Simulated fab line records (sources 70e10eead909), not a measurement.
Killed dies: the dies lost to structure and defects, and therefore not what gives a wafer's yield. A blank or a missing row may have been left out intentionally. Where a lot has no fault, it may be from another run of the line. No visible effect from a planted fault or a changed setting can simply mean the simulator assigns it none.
fab line records ; flow nand-harc ; part 2 of 2: steps 39 to 43 of 43
record lots=6; wafers=18; last-day=34
route steps=1302 shown A_ONON_D1@439 A_CHANNEL_HOLE_D1@450 END@1302
lots untouched by any fault: they come from a run of this same line in which no faults occurred
start-h: start of the lot's first displayed wafer, in hours after the record's first day ; wait-h: hours since the lot's step before ; " as in the row above ; L1.1+2: one row covering several wafers at once ; - value missing, or start not given ; * or withheld: withheld ; < > ~ a bound
route shown NAME@n: names a module that has steps shown in the file, with the first one's number in the route ; usual: mean/standard deviation taken from wafers without a fault ; same: alike in all rows ; chamber/n: place in a boat ; sites: readings site by site ; _std_site: the values' standard deviation ; _edge_site: mean of outer sites minus mean of inner sites ; radius-mm: for every site, how far away it sits from the centre of the wafer ; mask NAME#n: copy n ; behind: the most recent tool/chamber to have shaped the wafer ; hold: reason for holding the lot/hours on hold/outcome of the hold ; device: whichever transistor did not switch (one of n, p or np) ; end of line: tests run on the same wafers once the route is complete ; step lacking rows: just its recipe ; killed: count of dies lost to structure and defects at first sort (not the wafer's yield) ; map: a wafer's dies, x killed, . not, _ none there
set.NAME: the setting that was run; set.NAME@STEP: the one run at that earlier step ; model.NAME: the simulator's own value behind a step, which no gauge read
lots seen at some steps along the route; tables by step, rows by wafer
services: when a tool's chamber went out of use (start-h, in hours from the record's first day, below 0 if earlier), for how many hours, and the reason
## steps
# step NHARC_A_CHANNEL_HOLE_D1_ETCH_26
# recipe bias-v=300; source-w=2000; pressure-mtorr=30; time-s=224.1; ar-flow-sccm=375; c4f8-flow-sccm=11.4; o2-flow-sccm=113.6; temp-c=-20; target-depth-a=3000; chemistry=C4F8/O2/Ar
# step NHARC_A_CHANNEL_HOLE_D1_ETCH_33
# recipe bias-v=400; source-w=2000; pressure-mtorr=25; time-s=90; ar-flow-sccm=375; c4f8-flow-sccm=41.7; o2-flow-sccm=83.3; temp-c=-20; target-depth-a=4000; chemistry=C4F8/O2/Ar
# step NHARC_A_CHANNEL_HOLE_D1_STRIP_41
# recipe n2-flow-sccm=150; h2-flow-sccm=150; ar-flow-sccm=0; bias-w=0; chemistry=N2/H2
# step NHARC_A_CHANNEL_HOLE_D1_INSPECT_40
# usual raw-defect-count=72/25
lot.wafer;tool;chamber;start-h;wait-h;raw-defect-count
L471.3;defect-inspect-01;-;190.58;-;93
L471.4;defect-inspect-01;-;190.58;-;72
L471.6;defect-inspect-01;-;190.58;-;74
L487.2;defect-inspect-01;-;344.69;-;88
L487.3;defect-inspect-01;-;344.69;-;371
L487.5;defect-inspect-01;-;344.69;-;413
L488.1;defect-inspect-01;-;349.58;-;373
L488.2;defect-inspect-01;-;349.58;-;60
L488.4;defect-inspect-01;-;349.58;-;69
L490.1;defect-inspect-02;-;376.89;-;70
L490.4;defect-inspect-02;-;376.89;-;72
L490.5;defect-inspect-02;-;376.89;-;82
L492.1;defect-inspect-01;-;397.03;-;114
L492.4;defect-inspect-01;-;397.03;-;56
L492.5;defect-inspect-01;-;397.03;-;97
L494.1;defect-inspect-01;-;428.32;-;49
L494.3;defect-inspect-01;-;428.32;-;68
L494.4;defect-inspect-01;-;428.32;-;64
# step NHARC_END_SORT_01
# recipe temp-c=25
# usual killed-at-array=58/19; killed-at-other=1.1/1.2; killed-at-periphery=3.8/2.4; killed-dies=63/18; killed-open=3.3/1.8; killed-short=2.2/1.6
# same gross-dies=677
lot.wafer;tool;chamber;start-h;wait-h;killed-at-array;killed-at-other;killed-at-periphery;killed-dies;killed-open;killed-short
L471.3;prober-02;0;569.68;3.1;50;2;2;54;1;1
L471.4;prober-02;0;570.49;3.4;49;1;3;53;0;1
L471.6;prober-02;0;572.11;4.0;72;2;4;78;5;2
L487.2;prober-02;0;715.41;2.8;73;0;1;74;3;4
L487.3;prober-02;0;716.19;3.1;103;1;2;106;4;2
L487.5;prober-02;0;717.76;3.6;115;0;1;116;3;4
L488.1;prober-01;0;723.56;2.5;108;0;7;115;2;1
L488.2;prober-01;0;724.35;2.8;55;3;5;63;3;1
L488.4;prober-01;0;725.93;3.4;55;2;0;57;3;0
L490.1;prober-01;0;751.33;2.5;20;1;8;29;1;2
L490.4;prober-01;0;753.72;3.4;31;3;10;44;2;2
L490.5;prober-01;0;754.51;3.7;34;0;7;41;9;2
L492.1;prober-02;0;771.12;2.5;60;0;3;63;2;1
L492.4;prober-02;0;773.53;3.4;58;0;4;62;5;1
L492.5;prober-02;0;774.33;3.7;61;1;4;66;3;3
L494.1;prober-01;0;802.31;2.5;67;0;3;70;2;3
L494.3;prober-01;0;803.91;3.1;64;0;5;69;4;3
L494.4;prober-01;0;804.71;3.4;87;1;5;93;5;5
# killed by level:class
L471.3 A_CHANNEL_HOLE_D2:chamber-film-flake=26 A_CHANNEL_HOLE_D1:chamber-film-flake=16 A_CHANNEL_FILL_D1:chamber-film-flake=2 A_STAIRCASE:chamber-film-flake=2 A_CONTACT:chamber-film-flake=2 A_ONON_D2:geometric-particle:short=1 P_GATE:chamber-film-flake=1 P_M2:chamber-film-flake=1
L471.4 A_CHANNEL_HOLE_D1:chamber-film-flake=21 A_CHANNEL_HOLE_D2:chamber-film-flake=13 A_SGD_CUT:chamber-film-flake=4 A_WL_FILL:chamber-film-flake=4 A_CONTACT:chamber-film-flake=4 A_WL_FILL:geometric-particle:short=1 P_ZERO_WELL:chamber-film-flake=1 P_CONTACT:chamber-film-flake=1
L471.6 A_CHANNEL_HOLE_D1:chamber-film-flake=33 A_CHANNEL_HOLE_D2:chamber-film-flake=24 A_STAIRCASE:chamber-film-flake=5 A_CONTACT:chamber-film-flake=3 P_CONTACT:geometric-particle:open=2 A_WL_FILL:chamber-film-flake=2 P_M1:geometric-particle:open=1 A_CHANNEL_HOLE_D2:geometric-particle:short=1
L487.2 A_CHANNEL_HOLE_D1:chamber-film-flake=29 A_CHANNEL_HOLE_D2:chamber-film-flake=22 A_SLIT:chamber-film-flake=7 A_CONTACT:chamber-film-flake=4 A_STAIRCASE:chamber-film-flake=3 P_CONTACT:geometric-particle:short=1 A_CHANNEL_FILL_D1:geometric-particle:short=1 A_DECK1_JOINT:geometric-particle:open=1
L487.3 A_CHANNEL_HOLE_D1:unspecified=41 A_CHANNEL_HOLE_D1:chamber-film-flake=23 A_CHANNEL_HOLE_D2:chamber-film-flake=18 A_CONTACT:chamber-film-flake=4 A_STAIRCASE:chamber-film-flake=3 A_SLIT:chamber-film-flake=3 A_ONON_D2:geometric-particle:short=2 A_M0:geometric-particle:open=2
L487.5 A_CHANNEL_HOLE_D1:unspecified=42 A_CHANNEL_HOLE_D1:chamber-film-flake=29 A_CHANNEL_HOLE_D2:chamber-film-flake=23 A_SLIT:chamber-film-flake=3 A_CONTACT:chamber-film-flake=3 A_M0:geometric-particle:short=2 A_CHANNEL_FILL_D2:chamber-film-flake=2 A_SGD_CUT:chamber-film-flake=2
L488.1 A_CHANNEL_HOLE_D1:unspecified=51 A_SLIT:chamber-film-flake=30 A_STAIRCASE:chamber-film-flake=8 A_CONTACT:chamber-film-flake=6 A_CHANNEL_HOLE_D1:chamber-film-flake=5 P_CONTACT:chamber-film-flake=4 A_CHANNEL_HOLE_D2:chamber-film-flake=4 P_M2:chamber-film-flake=2
L488.2 A_SLIT:chamber-film-flake=31 A_CHANNEL_HOLE_D1:chamber-film-flake=11 A_CONTACT:chamber-film-flake=6 A_CHANNEL_HOLE_D2:chamber-film-flake=3 THIN_TSV:chamber-film-flake=3 A_STAIRCASE:chamber-film-flake=2 P_CONTACT:geometric-particle:open=1 P_M1:geometric-particle:open=1
L488.4 A_SLIT:chamber-film-flake=31 A_CHANNEL_HOLE_D1:chamber-film-flake=7 A_CHANNEL_HOLE_D2:chamber-film-flake=7 A_CONTACT:chamber-film-flake=4 A_STAIRCASE:chamber-film-flake=2 THIN_TSV:chamber-film-flake=2 A_ONON_D1:geometric-particle:open=1 A_M0:geometric-particle:open=1
L490.1 A_CHANNEL_HOLE_D1:chamber-film-flake=13 P_CONTACT:chamber-film-flake=7 A_SLIT:chamber-film-flake=3 P_ZERO_WELL:chamber-film-flake=1 A_ONON_D1:geometric-particle:short=1 A_WL_FILL:geometric-particle:short=1 A_M1:geometric-particle:open=1 A_CONTACT:chamber-film-flake=1
L490.4 A_CHANNEL_HOLE_D1:chamber-film-flake=14 A_STAIRCASE:chamber-film-flake=6 A_SLIT:chamber-film-flake=6 P_CONTACT:chamber-film-flake=5 P_GATE:chamber-film-flake=3 A_CONTACT:chamber-film-flake=2 THIN_TSV:chamber-film-flake=2 P_CONTACT:geometric-particle:open=1
L490.5 A_CHANNEL_HOLE_D1:chamber-film-flake=15 A_SLIT:chamber-film-flake=6 A_CONTACT:chamber-film-flake=3 P_M0:geometric-particle:open=2 A_DECK1_JOINT:geometric-particle:open=2 A_M1:geometric-particle:open=2 A_WL_FILL:chamber-film-flake=2 P_GATE:geometric-particle:open=1
L492.1 A_CHANNEL_HOLE_D2:chamber-film-flake=23 A_CHANNEL_HOLE_D1:chamber-film-flake=15 A_SLIT:chamber-film-flake=10 A_CONTACT:chamber-film-flake=4 A_STAIRCASE:chamber-film-flake=3 P_ZERO_WELL:chamber-film-flake=2 A_DECK1_JOINT:geometric-particle:open=1 A_WL_FILL:geometric-particle:short=1
L492.4 A_CHANNEL_HOLE_D2:chamber-film-flake=32 A_CHANNEL_HOLE_D1:chamber-film-flake=10 A_SLIT:chamber-film-flake=5 A_ONON_D2:geometric-particle:open=4 A_STAIRCASE:chamber-film-flake=3 P_M1:chamber-film-flake=2 A_DECK1_JOINT:chamber-film-flake=2 P_M2:geometric-particle:open=1
L492.5 A_CHANNEL_HOLE_D2:chamber-film-flake=29 A_CHANNEL_HOLE_D1:chamber-film-flake=16 A_SLIT:chamber-film-flake=6 A_ONON_D1:geometric-particle:short=2 P_GATE:chamber-film-flake=2 A_STAIRCASE:chamber-film-flake=2 A_CONTACT:chamber-film-flake=2 P_M1:geometric-particle:open=1
L494.1 A_CHANNEL_HOLE_D2:chamber-film-flake=29 A_CHANNEL_HOLE_D1:chamber-film-flake=15 A_SLIT:chamber-film-flake=10 A_DECK1_JOINT:chamber-film-flake=3 A_CONTACT:chamber-film-flake=3 P_CONTACT:geometric-particle:open=1 A_CHANNEL_FILL_D1:geometric-particle:open=1 A_CHANNEL_FILL_D2:geometric-particle:short=1
L494.3 A_CHANNEL_HOLE_D2:chamber-film-flake=29 A_CHANNEL_HOLE_D1:chamber-film-flake=14 A_SLIT:chamber-film-flake=7 A_DECK1_JOINT:chamber-film-flake=3 A_CONTACT:chamber-film-flake=3 P_STI:chamber-film-flake=2 A_STAIRCASE:chamber-film-flake=2 P_GATE:geometric-particle:open=1
L494.4 A_CHANNEL_HOLE_D2:chamber-film-flake=39 A_CHANNEL_HOLE_D1:chamber-film-flake=26 A_SLIT:chamber-film-flake=9 A_M0:geometric-particle:open=2 P_GATE:chamber-film-flake=2 P_CONTACT:geometric-particle:open=1 A_CHANNEL_FILL_D1:chamber-film-flake=1 A_CHANNEL_HOLE_D1:geometric-particle:short=1
## services
tool;chamber;start-h;hours;kind
pecvd-03;1;158.90;13.6;repair
rie-diel-13;-;165.01;9.0;pm
pecvd-03;-;177.07;1.3;repair
pecvd-01;1;181.38;3.8;repair
pecvd-01;-;182.49;1.7;repair
pecvd-03;-;185.00;13.0;pm
rie-diel-02;0;191.14;11.7;repair
rie-diel-13;1;201.50;13.2;repair
rie-diel-02;-;216.72;9.0;pm
rie-diel-11;-;255.50;9.0;pm
rie-diel-02;2;265.08;6.6;repair
rie-diel-02;-;267.28;0.6;repair
har-etch-01;-;269.22;4.2;repair
pecvd-04;-;269.35;13.0;pm
rie-diel-11;-;280.21;37.0;repair
rie-diel-13;1;306.29;4.5;repair
pecvd-01;-;311.08;13.0;pm
pecvd-04;1;328.12;6.0;repair
rie-diel-13;-;342.01;9.0;pm
rie-diel-02;3;351.81;12.9;repair
har-etch-02;-;377.00;17.0;pm
rie-diel-11;1;381.04;3.3;repair
pecvd-04;0;411.18;3.9;repair
rie-diel-11;0;412.47;9.1;repair
## key
first-sign step=NHARC_A_CHANNEL_HOLE_D1_INSPECT_12; reading=raw-defect-count; direction=up; sigmas=99+; usual=6; struck=324
effect step=NHARC_A_CHANNEL_HOLE_D1_INSPECT_40; reading=raw-defect-count; direction=up; sigmas=13; usual=72; struck=386
effect step=NHARC_END_SORT_01; reading=killed-dies; direction=up; sigmas=2.7; usual=63; struck=112; wafers-moved=2
more-kills-born-at NHARC_A_CHANNEL_HOLE_D1_DEP_01@pecvd-01=134
met-at NHARC_A_CHANNEL_HOLE_D1_DEP_01
struck-wafers L487.3,L487.5,L488.1
tester-left-out L487,L488
fault kind=chamber-particle-source; tool=pecvd-01; chamber=1; onset-h=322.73; steps=NHARC_A_CHANNEL_HOLE_D1_DEP_01; rate-per-visit-cm2=0.51207; end-h=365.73
# tester-left-out: of these lots the tester's yield and bins aren't shown, on N5 and GAA mostly nor the transistor test; their killed dies are dies lost to structure and defects alone, not to doping, threshold or leakage, so they don't give the yield
